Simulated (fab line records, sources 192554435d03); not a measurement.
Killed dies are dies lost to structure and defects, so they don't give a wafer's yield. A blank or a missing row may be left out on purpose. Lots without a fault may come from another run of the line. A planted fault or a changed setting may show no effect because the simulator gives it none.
fab line records | flow n5_finfet
record lots=9 wafers=27 last_day=17
route steps=1938 shown BEOL_M4@1111 BEOL_M6@1249 BEOL_M7@1263 PASSIVATION@1936
lots that met no fault: from a run of the same line without faults
start_h: hours from the record's first day to the start of the lot's first wafer shown | wait_h: hours since the lot's step before | " the same as in the row above | L1.1+2: a row that stands for several wafers | - no value, or no start given | * or withheld: withheld | < > ~ a bound
route shown NAME@n: a module of which the file shows steps, and the number in the route of the first | usual: mean/standard deviation of fault-free wafers | same: alike in all rows | chamber/n: place in a boat | sites: the reading at each site | _std_site: their standard deviation | _edge_site: outer sites' mean less inner sites' | radius_mm: how far each site lies from the wafer's centre | mask NAME#n: copy n | behind: the tool/chamber that last shaped the wafer | hold: why the lot was held/for how many hours/how that ended | device: the transistor (n, p or np) that didn't switch | end of line: the same wafers' tests at the end of the route | a step without rows: its recipe alone | killed: dies lost to structure and defects at the first sort, not the wafer's yield | map: a wafer's dies, x killed, . not, _ none there
set.NAME: the setting as run; set.NAME@STEP: as run at that earlier step | model.NAME: the simulator's own value behind a step, which no gauge read
steps of the route over a sample of lots; a table a step, a row a wafer
services: from which hour (start_h, from the record's first day; less than 0 if before it) a tool's chamber was out of use, for how many hours, and why
## steps
# step N5_BEOL_M4_RC_MEAS_101
# usual DIBL_N=35.9/1.3 DIBL_P=35.9/1.6 IOFF_N=0.156/0.022 IOFF_P=0.205/0.023 ION_N=675/9 ION_P=463/5.6 SS_N=71.4/0.57 SS_P=73.1/0.52 VT_N=249.7/2.8 VT_P=-250.2/2.5
# columns lot.wafer tool chamber start_h wait_h DIBL_N[mV/V] DIBL_P[mV/V] IOFF_N[nA/um] IOFF_P[nA/um] ION_N[uA/um] ION_P[uA/um] SS_N[mV/dec] SS_P[mV/dec] VT_N[mV] VT_P[mV]
L728.1 prober-02 0 172.14 0.0 35.6 34.2 0.159 0.222 675 464 71.5 73.0 246.2 -248.6
L728.3 " 0 " " 35.5 34.0 0.150 0.217 666 461 72.1 72.8 250.6 -248.1
L728.6 " 0 " " 35.9 33.5 0.156 0.207 667 457 71.5 72.6 248.4 -250.1
L733.1 prober-02 0 199.79 0.0 35.1 35.5 0.141 0.200 668 464 71.0 73.1 250.5 -250.8
L733.4 " 0 " " 32.9 32.3 0.109 0.162 660 461 70.1 71.7 255.8 -251.4
L733.6 " 0 " " 33.3 33.4 0.113 0.169 665 465 71.1 72.5 254.9 -250.0
L739.1 prober-02 0 232.97 0.0 36.5 36.7 0.175 0.234 696 470 71.0 74.0 247.7 -250.7
L739.2 " 0 " " 33.9 34.2 0.130 0.192 676 469 71.2 73.2 251.0 -249.3
L739.6 " 0 " " 35.3 34.9 0.142 0.204 682 468 71.3 73.2 249.8 -249.6
L740.1 prober-02 0 235.90 0.0 37.2 36.7 0.181 0.257 677 469 72.4 73.4 246.8 -245.6
L740.2 " 0 " " 36.3 35.5 0.157 0.219 664 464 72.0 72.3 250.5 -248.8
L740.3 " 0 " " 36.0 35.5 0.153 0.230 669 474 71.7 73.2 252.2 -247.1
L741.1 prober-02 0 256.13 0.0 35.0 34.1 0.152 0.185 682 461 71.5 72.6 249.4 -250.4
L741.4 " 0 " " 35.4 34.7 0.160 0.192 683 458 71.3 72.6 248.1 -252.3
L741.5 " 0 " " 34.6 34.4 0.155 0.186 685 465 71.3 72.8 248.4 -250.2
L746.3 prober-01 0 293.60 0.3 35.7 37.2 0.150 0.185 666 457 71.5 72.9 252.0 -253.1
L746.4 " 0 " " 35.8 37.6 0.152 0.198 665 459 71.9 73.2 249.6 -253.4
L746.6 " 0 " " 34.8 36.8 0.139 0.183 665 456 71.7 72.6 252.1 -254.4
L750.2 prober-02 0 298.43 0.2 38.9 38.9 0.200 0.240 683 463 71.4 74.7 246.9 -249.0
L750.3 " 0 " " 38.1 36.9 0.182 0.209 680 460 71.7 73.5 248.8 -250.7
L750.6 " 0 " " 37.4 36.3 0.172 0.203 680 462 71.7 73.1 250.2 -252.5
L747.1 prober-01 0 302.79 0.0 34.5 35.4 0.140 0.186 673 460 71.1 72.7 249.2 -253.0
L747.4 " 0 " " 35.3 36.1 0.154 0.202 676 459 72.1 72.4 250.1 -250.4
L747.6 " 0 " " 32.4 33.1 0.116 0.156 664 457 70.8 72.0 254.7 -251.6
L749.3 prober-01 0 314.45 0.3 34.8 33.5 0.121 0.176 667 466 71.0 72.4 252.6 -252.6
L749.4 " 0 " " 35.9 35.1 0.141 0.204 671 468 71.4 73.3 251.9 -248.8
L749.6 " 0 " " 35.1 33.4 0.122 0.179 669 464 70.9 73.0 252.8 -248.2
# step N5_BEOL_M6_DEGAS_44
# recipe ambient=vacuum temp_c=250 time_s=60
# usual heater_power_w=352/30
# columns lot.wafer tool chamber start_h wait_h heater_power_w
L728.1 pvd_sputter-01 - 189.40 0.6 339
L728.3 " - " " 350
L728.6 " - " " 351
L733.1 pvd_sputter-02 - 218.42 0.4 319
L733.4 " - " " 427
L733.6 " - " " 368
L739.1 pvd_sputter-01 - 252.76 0.4 333
L739.2 " - " " 337
L739.6 " - " " 338
L740.1 pvd_sputter-03 - 253.15 0.6 330
L740.2 " - " " 329
L740.3 " - " " 373
L741.1 pvd_sputter-02 - 272.25 0.3 368
L741.4 " - " " 319
L741.5 " - " " 371
L746.3 pvd_sputter-03 - 316.23 0.2 386
L746.4 " - " " 354
L746.6 " - " " 321
L750.2 pvd_sputter-01 - 316.76 0.5 337
L750.3 " - " " 349
L750.6 " - " " 349
L747.1 pvd_sputter-01 - 323.50 0.4 357
L747.4 " - " " 338
L747.6 " - " " 341
L749.3 pvd_sputter-01 - 331.10 0.4 344
L749.4 " - " " 355
L749.6 " - " " 335
# step N5_BEOL_M7_ILD_DEP_00
# recipe material=SiCOH_lowk target_thk_a=1797.5 temp_c=300 precursor=DEMS/porogen pressure_torr=5 rf_w=500 time_s=33.4
# usual chamber_pressure_Torr=4.999/0.01 heater_power_outer_w=130/23 heater_power_w=289/30 showerhead_plenum_p_Torr=5.737/0.014 showerhead_vpp_V=1369/41 throttle_valve_pct=14.1/0.93
# columns lot.wafer tool chamber start_h wait_h chamber_pressure_Torr heater_power_outer_w heater_power_w showerhead_plenum_p_Torr showerhead_vpp_V throttle_valve_pct
L728.1 pecvd-04 1 191.75 0.0 5.000 144 313 5.728 1459 14.8
L728.3 " 0 " " 4.995 114 280 5.753 1385 14.8
L728.6 " 1 " " 4.981 155 327 5.737 1438 15.2
L733.1 pecvd-03 1 220.43 0.0 4.992 143 292 5.728 1425 13.7
L733.4 " 1 " " 5.004 148 296 5.759 1411 13.5
L733.6 " 0 " " 5.001 115 301 5.762 1392 13.3
L739.1 pecvd-03 1 255.17 0.0 - - - - - -
L739.2 " 2 " " - - - - - -
L739.6 " 0 " " - - - - - -
L740.1 pecvd-04 1 255.49 0.0 - - - - - -
L740.2 " 2 " " - - - - - -
L740.3 " 0 " " - - - - - -
L741.1 pecvd-04 1 275.33 0.0 - - - - - -
L741.4 " 1 " " - - - - - -
L741.5 " 2 " " - - - - - -
L746.3 pecvd-04 1 317.94 0.0 4.998 170 335 5.734 1448 14.8
L746.4 " 2 " " 5.005 120 242 5.729 1329 12.7
L746.6 " 1 " " 5.000 170 346 5.732 1424 14.6
L750.2 pecvd-04 0 318.76 0.0 5.001 124 290 5.740 1369 14.9
L750.3 " 2 " " 5.009 148 286 5.735 1327 12.9
L750.6 " 1 " " 5.003 144 316 5.748 1439 14.6
L747.1 pecvd-03 2 325.54 0.0 5.013 144 308 5.715 1326 12.3
L747.4 " 2 " " 5.020 148 305 5.716 1321 12.4
L747.6 " 1 " " 4.993 139 282 5.738 1436 13.5
L749.3 pecvd-03 1 332.77 0.0 5.005 157 315 5.741 1378 13.8
L749.4 " 2 " " 5.010 157 316 5.715 1347 12.2
L749.6 " 1 " " 5.005 158 313 5.741 1405 13.6
# step N5_BEOL_M7_CURE_74
# recipe temp_c=385 time_s=240 ambient=He/Ar material=SiCOH_lowk
# usual lamp_power_pct=52.31/0.056 wafer_temp_C_max=386.8/0.53
# columns lot.wafer tool chamber start_h wait_h lamp_power_pct wafer_temp_C_max
L728.1 uv_cure-03 1 191.84 0.1 52.26 386.3
L728.3 " 1 " " 52.43 385.9
L728.6 " 1 " " 52.24 386.0
L733.1 uv_cure-01 0 220.52 0.1 52.36 386.3
L733.4 " 0 " " 52.34 386.7
L733.6 " 0 " " 52.27 387.0
L739.1 uv_cure-01 1 255.23 0.0 52.34 386.5
L739.2 " 1 " " 52.19 386.7
L739.6 " 1 " " 52.31 387.5
L740.1 uv_cure-03 0 255.55 0.0 52.38 387.7
L740.2 " 0 " " 52.30 387.1
L740.3 " 0 " " 52.34 387.6
L741.1 uv_cure-03 1 275.39 0.0 52.29 386.2
L741.4 " 1 " " 52.20 385.9
L741.5 " 1 " " 52.40 385.7
L746.3 uv_cure-02 0 318.17 0.2 52.39 386.6
L746.4 " 0 " " 52.29 387.0
L746.6 " 0 " " 52.34 386.7
L750.2 uv_cure-01 2 318.90 0.1 52.33 386.4
L750.3 " 2 " " 52.27 386.9
L750.6 " 2 " " 52.36 386.4
L747.1 uv_cure-03 2 325.60 0.0 52.33 387.1
L747.4 " 2 " " 52.28 387.7
L747.6 " 2 " " 52.17 386.6
L749.3 uv_cure-01 1 333.00 0.2 52.37 387.1
L749.4 " 1 " " 52.23 387.1
L749.6 " 1 " " 52.32 387.7
# step N5_BEOL_M7_PECVD_70
# recipe material=SiO2 target_thk_a=200 temp_c=400 precursor=TEOS/O2 pressure_torr=5.5 rf_w=450 teos_flow_sccm=53.8 gas=O2 flow_sccm=3000 time_s=22.7
# usual heater_power_w=665/67 showerhead_plenum_p_Torr=8.77/0.054 showerhead_vpp_V=1299/43 throttle_valve_pct=22.9/1.5
# columns lot.wafer tool chamber start_h wait_h heater_power_w showerhead_plenum_p_Torr showerhead_vpp_V throttle_valve_pct
L728.1 pecvd-02 2 192.39 0.0 624 8.74 1289 22.6
L728.3 " 0 " " 649 8.68 1241 23.8
L728.6 " 1 " " 593 8.83 1249 24.8
L733.1 pecvd-04 0 221.07 0.0 535 8.82 1310 23.7
L733.4 " 0 " " 538 8.83 1304 23.8
L733.6 " 0 " " 540 8.81 1291 23.7
L739.1 pecvd-02 0 255.78 0.0 569 8.69 1238 23.6
L739.2 " 2 " " 679 8.71 1332 22.8
L739.6 " 2 " " 649 8.72 1307 22.5
L740.1 pecvd-04 1 256.58 0.0 786 8.76 1383 23.8
L740.2 " 2 " " 600 8.79 1259 21.0
L740.3 " 0 " " 647 8.82 1286 24.1
L741.1 pecvd-04 1 275.94 0.0 799 8.76 1371 23.8
L741.4 " 2 " " 668 8.79 1264 20.8
L741.5 " 1 " " 778 8.75 1366 24.0
L746.3 pecvd-03 1 318.55 0.0 757 8.78 1313 22.1
L746.4 " 1 " " 757 8.80 1337 22.1
L746.6 " 0 " " 660 8.84 1297 21.6
L750.2 pecvd-02 2 319.37 0.0 654 8.73 1302 23.3
L750.3 " 1 " " 574 8.82 1276 24.9
L750.6 " 2 " " 622 8.71 1279 23.3
L747.1 pecvd-03 1 326.15 0.0 732 8.77 1333 22.0
L747.4 " 1 " " 740 8.77 1316 22.3
L747.6 " 0 " " 748 8.83 1321 21.5
L749.3 pecvd-04 0 333.39 0.0 582 8.83 1291 24.0
L749.4 " 0 " " 584 8.83 1292 24.1
L749.6 " 1 " " 784 8.74 1394 23.7
# step N5_BEOL_M7_OCD_MEAS_38
# usual trench_depth_nm=93.2/1.3
# columns lot.wafer tool chamber start_h wait_h trench_depth_nm
L728.1 ocd-02 - 197.49 - 95.0
L728.3 " - " " 92.1
L728.6 " - " " 95.1
L733.1 ocd-01 - 225.65 - 94.4
L733.4 " - " " 91.5
L733.6 " - " " 90.7
L740.1 ocd-01 - 259.62 - -
L740.2 " - " " -
L740.3 " - " " -
L739.1 ocd-01 - 260.27 - -
L739.2 " - " " -
L739.6 " - " " -
L741.1 ocd-02 - 279.23 - -
L741.4 " - " " -
L741.5 " - " " -
L746.3 ocd-01 - 325.09 - 93.0
L746.4 " - " " 94.1
L746.6 " - " " 94.9
L750.2 ocd-01 - 325.48 - 92.9
L750.3 " - " " 91.9
L750.6 " - " " 92.0
L747.1 ocd-01 - 330.72 - 91.3
L747.4 " - " " 94.4
L747.6 " - " " 92.4
L749.3 ocd-01 - 339.55 - 93.5
L749.4 " - " " 90.8
L749.6 " - " " 91.9
# step N5_PASSIVATION_PROBE_49
# usual defect_limited_yield=91.3/1.4 killed_at_M0_to_M3=35/11 killed_at_M4_up=14/5.4 killed_at_contacts=12/6.2 killed_at_front_end=38/11 killed_at_other=4.1/2.8 killed_dies=103/17 killed_on_rim=13/4 killed_open=66/13 killed_short=34/8.2 sort_bin_5_function=5.1/0.89 sort_bin_6_memory=3.3/0.72 sort_n_pass=1077/17 sort_yield_pct=91.3/1.4
# same gross_dies=1180 killed_at_back_side=0 sort_bin_4_leakage[%]=0 sort_bin_8_speed[%]=0
# columns lot.wafer tool chamber start_h wait_h defect_limited_yield[%] killed_at_M0_to_M3 killed_at_M4_up killed_at_contacts killed_at_front_end killed_at_other killed_dies killed_on_rim killed_open killed_short sort_bin_5_function[%] sort_bin_6_memory[%] sort_n_pass sort_yield_pct[%]
L728.1 prober-02 - 266.51 0.0 90.9 39 23 16 28 1 107 15 77 28 4.9 3.7 1073 90.9
L728.3 prober-02 - 266.61 0.1 87.8 57 21 13 48 5 144 20 93 47 7.2 4.4 1036 87.8
L728.6 prober-02 - 266.76 0.3 90.8 30 19 10 48 2 109 17 75 26 5.6 3.5 1071 90.8
L733.1 prober-01 - 305.29 0.0 91.1 38 15 11 34 7 105 22 65 36 5.0 3.1 1075 91.1
L733.4 prober-01 - 305.44 0.2 92.4 16 14 24 33 3 90 7 64 22 4.4 3.1 1090 92.4
L733.6 prober-01 - 305.54 0.3 90.0 35 10 18 53 2 118 11 64 53 5.8 3.6 1062 90.0
L739.1 prober-02 - 339.41 0.0 0 3 1168 2 6 1 1180 152 9 4 73.2 3.1 0 0
L739.2 prober-02 - 339.46 0.1 0 4 1171 2 1 2 1180 152 11 3 74.8 3.1 0 0
L739.6 prober-02 - 339.66 0.3 0 8 1157 6 8 1 1180 152 14 12 70.4 2.7 0 0
L740.1 prober-02 - 345.97 0.0 0 6 1163 1 8 2 1180 152 13 6 75.8 2.4 0 0
L740.2 prober-02 - 346.02 0.1 0 11 1161 0 8 0 1180 152 15 6 72.7 2.9 0 0
L740.3 prober-02 - 346.07 0.1 0 10 1154 1 13 2 1180 152 21 7 73.6 3.1 0 0
L741.1 prober-02 - 362.96 0.0 0 9 1158 4 7 2 1180 152 20 4 74.5 2.5 0 0
L741.4 prober-02 - 363.11 0.2 0 5 1160 8 6 1 1180 152 16 5 72.4 3.5 0 0
L741.5 prober-02 - 363.16 0.2 0 5 1159 1 13 2 1180 152 12 12 70.6 3.1 0 0
L750.2 prober-02 - 409.01 0.1 91.2 40 16 7 39 2 104 13 56 48 5.2 3.6 1076 91.2
L750.3 prober-02 - 409.06 0.1 92.6 34 20 14 17 2 87 9 62 25 3.7 3.2 1093 92.6
L750.6 prober-02 - 409.21 0.3 92.9 25 13 7 35 4 84 12 52 32 4.8 1.9 1096 92.9
L747.1 prober-01 - 410.42 0.0 90.5 40 11 15 42 4 112 14 74 38 5.1 4.0 1068 90.5
L747.4 prober-01 - 410.57 0.2 87.1 75 8 17 50 2 152 11 93 59 8.0 3.9 1028 87.1
L747.6 prober-01 - 410.67 0.3 91.4 46 10 7 33 5 101 18 68 27 5.0 3.1 1079 91.4
L746.3 prober-02 - 411.05 0.1 90.2 33 14 13 55 1 116 15 80 34 5.9 3.6 1064 90.2
L746.4 prober-02 - 411.10 0.2 89.6 25 11 15 71 1 123 21 86 34 5.6 4.5 1057 89.6
L746.6 prober-02 - 411.20 0.3 88.9 62 9 12 48 0 131 12 91 37 6.4 4.6 1049 88.9
L749.3 prober-01 - 414.22 0.1 92.0 44 21 7 17 5 94 6 62 29 4.6 2.8 1086 92.0
L749.4 prober-01 - 414.27 0.2 91.4 41 17 4 34 6 102 8 66 34 4.7 3.9 1078 91.4
L749.6 prober-01 - 414.37 0.3 90.5 53 17 7 34 1 112 17 76 35 6.2 3.3 1068 90.5
# killed by level:class
L728.1 STI_FIN_REVEAL:geometric_particle:open=13 MOL_CONTACT_COAG:geometric_particle:open=13 BEOL_M4:geometric_particle:open=13 BEOL_M1:geometric_particle:open=9 BEOL_M2:geometric_particle:open=7 BEOL_M0_SAQP:geometric_particle:open=6 BEOL_M3:geometric_particle:open=6 STI_FIN_REVEAL:geometric_particle:short=4
L728.3 BEOL_M3:geometric_particle:open=13 STI_FIN_REVEAL:geometric_particle:open=11 MOL_CONTACT_COAG:geometric_particle:open=10 BEOL_M0_SAQP:geometric_particle:open=9 BEOL_M0_SAQP:geometric_particle:short=9 FIN_SAQP:geometric_particle:short=8 BEOL_M4:geometric_particle:open=8 BEOL_M1:geometric_particle:open=7
L728.6 STI_FIN_REVEAL:geometric_particle:open=18 MOL_CONTACT_COAG:geometric_particle:open=10 FIN_SAQP:geometric_particle:open=7 BEOL_M1:geometric_particle:open=7 FIN_SAQP:geometric_particle:short=6 BEOL_M0_SAQP:geometric_particle:short=5 BEOL_M4:geometric_particle:open=5 BEOL_M3:geometric_particle:open=4
L733.1 MOL_CONTACT_COAG:geometric_particle:open=9 BEOL_M1:geometric_particle:open=8 BEOL_M3:geometric_particle:open=8 FIN_SAQP:geometric_particle:short=7 BEOL_M2:geometric_particle:open=7 BEOL_M1:geometric_particle:short=5 STI_FIN_REVEAL:geometric_particle:open=4 DUMMY_GATE:geometric_particle:open=4
L733.4 MOL_CONTACT_COAG:geometric_particle:open=19 BEOL_M4:geometric_particle:open=10 MOL_CONTACT_COAG:geometric_particle:short=5 FIN_SAQP:geometric_particle:short=4 STI_FIN_REVEAL:geometric_particle:open=4 DUMMY_GATE:geometric_particle:open=4 GATE_CUT:geometric_particle:open=4 FIN_SAQP:geometric_particle:open=3
L733.6 FIN_SAQP:geometric_particle:short=16 STI_FIN_REVEAL:geometric_particle:open=11 MOL_CONTACT_COAG:geometric_particle:open=11 BEOL_M3:geometric_particle:open=8 MOL_CONTACT_COAG:geometric_particle:short=7 BEOL_M2:geometric_particle:open=5 GATE_CUT:geometric_particle:short=5 BEOL_M0_SAQP:geometric_particle:short=5
L739.1 BEOL_M7:lost_pattern=1161 BEOL_M7:area_dep=6 FIN_SAQP:geometric_particle:open=3 DUMMY_GATE:geometric_particle:open=2 MOL_CONTACT_COAG:geometric_particle:open=2 BEOL_M1:geometric_particle:short=2 BEOL_M0:geometric_particle:open=1 BEOL_M4:geometric_particle:short=1
L739.2 BEOL_M7:lost_pattern=1163 BEOL_M4:geometric_particle:open=3 BEOL_M7:area_dep=3 MOL_CONTACT_COAG:geometric_particle:open=2 BEOL_M1:geometric_particle:short=2 BEOL_M5:geometric_particle:open=2 BEOL_M0_SAQP:geometric_particle:short=1 BEOL_M2:geometric_particle:open=1
L739.6 BEOL_M7:lost_pattern=1142 BEOL_M7:area_dep=12 BEOL_M0_SAQP:geometric_particle:short=4 MOL_CONTACT_COAG:geometric_particle:open=3 MOL_CONTACT_COAG:geometric_particle:short=3 FIN_SAQP:geometric_particle:short=2 DUMMY_GATE:geometric_particle:open=2 SDB:geometric_particle:open=2
L740.1 BEOL_M7:lost_pattern=1157 FIN_SAQP:geometric_particle:open=4 BEOL_M7:area_dep=4 BEOL_M3:geometric_particle:open=3 FIN_SAQP:geometric_particle:short=2 BEOL_M0_SAQP:geometric_particle:short=2 BEOL_M4:geometric_particle:open=2 STI_FIN_REVEAL:geometric_particle:open=1
L740.2 BEOL_M7:lost_pattern=1153 BEOL_M7:area_dep=6 STI_FIN_REVEAL:geometric_particle:open=4 BEOL_M2:geometric_particle:open=3 GATE_CUT:geometric_particle:short=2 BEOL_M0_SAQP:geometric_particle:short=2 BEOL_M0_SAQP:geometric_particle:open=2 FIN_SAQP:geometric_particle:short=1
L740.3 BEOL_M7:lost_pattern=1147 BEOL_M7:area_dep=5 STI_FIN_REVEAL:geometric_particle:open=4 BEOL_M0_SAQP:geometric_particle:open=4 BEOL_M2:geometric_particle:open=3 FIN_SAQP:geometric_particle:open=2 STI_FIN_REVEAL:geometric_particle:short=2 BEOL_M1:geometric_particle:open=2
L741.1 BEOL_M7:lost_pattern=1150 BEOL_M7:area_dep=6 MOL_CONTACT_COAG:geometric_particle:open=3 BEOL_M0_SAQP:geometric_particle:open=3 GATE_CUT:geometric_particle:open=2 BEOL_M3:geometric_particle:open=2 FIN_SAQP:geometric_particle:open=1 BEOL_M2:geometric_particle:short=1
L741.4 BEOL_M7:lost_pattern=1152 MOL_CONTACT_COAG:geometric_particle:open=7 BEOL_M7:area_dep=7 BEOL_M0_SAQP:geometric_particle:open=3 FIN_SAQP:geometric_particle:short=2 FIN_SAQP:geometric_particle:open=1 STI_FIN_REVEAL:geometric_particle:open=1 DUMMY_GATE:geometric_particle:open=1
L741.5 BEOL_M7:lost_pattern=1150 BEOL_M7:area_dep=6 STI_FIN_REVEAL:geometric_particle:short=3 STI_FIN_REVEAL:geometric_particle:open=3 FIN_SAQP:geometric_particle:open=2 BEOL_M0_SAQP:geometric_particle:short=2 BEOL_M2:geometric_particle:short=2 BEOL_M4:geometric_particle:open=2
L750.2 BEOL_M0_SAQP:geometric_particle:short=15 FIN_SAQP:geometric_particle:short=9 FIN_SAQP:geometric_particle:open=7 BEOL_M0_SAQP:geometric_particle:open=7 ILD0:geometric_particle:short=6 MOL_CONTACT_COAG:geometric_particle:open=6 BEOL_M3:geometric_particle:open=6 STARTING-WAFER:geometric_particle:open=6
L750.3 MOL_CONTACT_COAG:geometric_particle:open=12 BEOL_M0_SAQP:geometric_particle:open=9 BEOL_M4:geometric_particle:open=9 BEOL_M2:geometric_particle:open=8 BEOL_M0_SAQP:geometric_particle:short=6 STI_FIN_REVEAL:geometric_particle:open=4 BEOL_M3:geometric_particle:open=4 STARTING-WAFER:geometric_particle:short=4
L750.6 STI_FIN_REVEAL:geometric_particle:open=7 BEOL_M4:geometric_particle:open=7 MOL_CONTACT_COAG:geometric_particle:open=6 STI_FIN_REVEAL:geometric_particle:short=5 GATE_CUT:geometric_particle:short=5 BEOL_M0_SAQP:geometric_particle:short=5 BEOL_M3:geometric_particle:open=5 BEOL_M0_SAQP:geometric_particle:open=4
L747.1 BEOL_M0_SAQP:geometric_particle:open=15 MOL_CONTACT_COAG:geometric_particle:open=12 BEOL_M0_SAQP:geometric_particle:short=12 GATE_CUT:geometric_particle:short=11 GATE_CUT:geometric_particle:open=8 FIN_SAQP:geometric_particle:open=7 BEOL_M4:geometric_particle:open=6 DUMMY_GATE:geometric_particle:open=4
L747.4 BEOL_M0_SAQP:geometric_particle:open=25 BEOL_M0_SAQP:geometric_particle:short=24 MOL_CONTACT_COAG:geometric_particle:open=12 FIN_SAQP:geometric_particle:open=10 STI_FIN_REVEAL:geometric_particle:open=8 BEOL_M3:geometric_particle:open=8 DUMMY_GATE:geometric_particle:open=7 FIN_SAQP:geometric_particle:short=6
L747.6 BEOL_M0_SAQP:geometric_particle:open=15 BEOL_M0_SAQP:geometric_particle:short=9 BEOL_M1:geometric_particle:open=9 BEOL_M3:geometric_particle:open=7 FIN_SAQP:geometric_particle:open=5 FIN_SAQP:geometric_particle:short=4 DUMMY_GATE:geometric_particle:open=4 MOL_CONTACT_COAG:geometric_particle:open=4
L746.3 FIN_SAQP:geometric_particle:open=19 STI_FIN_REVEAL:geometric_particle:open=13 MOL_CONTACT_COAG:geometric_particle:open=10 BEOL_M1:geometric_particle:open=8 FIN_SAQP:geometric_particle:short=6 BEOL_M3:geometric_particle:open=6 STI_FIN_REVEAL:geometric_particle:short=5 BEOL_M3:geometric_particle:short=5
L746.4 FIN_SAQP:geometric_particle:open=23 STI_FIN_REVEAL:geometric_particle:open=15 MOL_CONTACT_COAG:geometric_particle:open=13 FIN_SAQP:geometric_particle:short=10 BEOL_M3:geometric_particle:open=9 STI_FIN_REVEAL:geometric_particle:short=6 DUMMY_GATE:geometric_particle:open=4 BEOL_M4:geometric_particle:open=4
L746.6 FIN_SAQP:geometric_particle:open=26 BEOL_M0_SAQP:geometric_particle:short=16 BEOL_M1:geometric_particle:open=15 BEOL_M0_SAQP:geometric_particle:open=11 BEOL_M3:geometric_particle:open=10 MOL_CONTACT_COAG:geometric_particle:open=9 FIN_SAQP:geometric_particle:short=6 STI_FIN_REVEAL:geometric_particle:open=3
L749.3 BEOL_M0_SAQP:geometric_particle:open=14 BEOL_M3:geometric_particle:open=12 BEOL_M0_SAQP:geometric_particle:short=11 BEOL_M4:geometric_particle:open=8 BEOL_M7:geometric_particle:open=7 MOL_CONTACT_COAG:geometric_particle:open=6 BEOL_M5:geometric_particle:open=4 STARTING-WAFER:geometric_particle:open=4
L749.4 BEOL_M0_SAQP:geometric_particle:short=17 FIN_SAQP:geometric_particle:open=15 BEOL_M0_SAQP:geometric_particle:open=10 BEOL_M3:geometric_particle:open=6 BEOL_M4:geometric_particle:open=6 STI_FIN_REVEAL:geometric_particle:open=5 BEOL_M5:geometric_particle:open=5 MOL_CONTACT_COAG:geometric_particle:open=3
L749.6 FIN_SAQP:geometric_particle:open=14 BEOL_M0_SAQP:geometric_particle:open=11 BEOL_M2:geometric_particle:open=11 BEOL_M3:geometric_particle:open=9 BEOL_M0_SAQP:geometric_particle:short=8 MOL_CONTACT_COAG:geometric_particle:open=7 BEOL_M3:geometric_particle:short=6 STI_FIN_REVEAL:geometric_particle:open=5
## services
# columns tool chamber start_h hours kind
pecvd-04 0 173.37 10.2 repair
uv_cure-03 - 173.90 1.1 repair
pecvd-04 2 190.12 32.7 repair
pecvd-03 1 193.83 5.5 scheduled_down
uv_cure-02 - 194.20 3.5 repair
uv_cure-01 - 197.76 1.0 pm
pecvd-03 2 198.64 13.5 repair
pecvd-03 2 212.18 - clean
pecvd-03 2 212.18 - consumable_replace:showerhead
pecvd-03 2 212.18 29.0 scheduled_down
pecvd-03 2 212.18 29.0 vent_cycle
uv_cure-01 - 213.00 2.8 pm
uv_cure-03 - 249.33 2.1 pm
pecvd-04 - 249.40 0.3 repair
pecvd-03 1 266.26 5.0 scheduled_down
pecvd-04 0 267.41 5.0 scheduled_down
pecvd-02 - 274.24 0.2 repair
pecvd-02 - 274.66 5.5 pm
uv_cure-02 - 286.34 2.8 pm
pecvd-04 - 292.55 1.2 repair
pecvd-03 - 294.43 10.2 repair
uv_cure-02 - 297.02 10.8 repair
pecvd-03 1 305.58 - calibration
pvd_sputter-02 - 317.00 6.5 repair
## key
first_sign step=N5_BEOL_M7_ILD_DEP_00 reading=tool_record direction=missing
effect step=N5_BEOL_M7_OCD_MEAS_38 reading=trench_depth_nm direction=missing
effect step=N5_PASSIVATION_PROBE_49 reading=killed_at_M4_up direction=up sigmas=99+ usual=14 struck=1161
met_at N5_BEOL_M7_ILD_DEP_00
struck_lots L739,L740,L741
later_rows_left_out L739.1,L739.2,L739.6,L740.1,L740.2,L740.3,L741.1,L741.4,L741.5
not_acting_at N5_BEOL_M6_DEGAS_44,N5_BEOL_M7_CURE_74,N5_BEOL_M7_PECVD_70
onset_between 220.43 255.17
fault kind=skipped_step_whole tool=pecvd-03,pecvd-04 chamber=- onset_h=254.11 steps=N5_BEOL_M7_ILD_DEP_00 scope=struck_lots_only
# later_rows_left_out: the simulator's readings of these wafers behind a module that went badly wrong aren't trusted and aren't shown, but for the sort
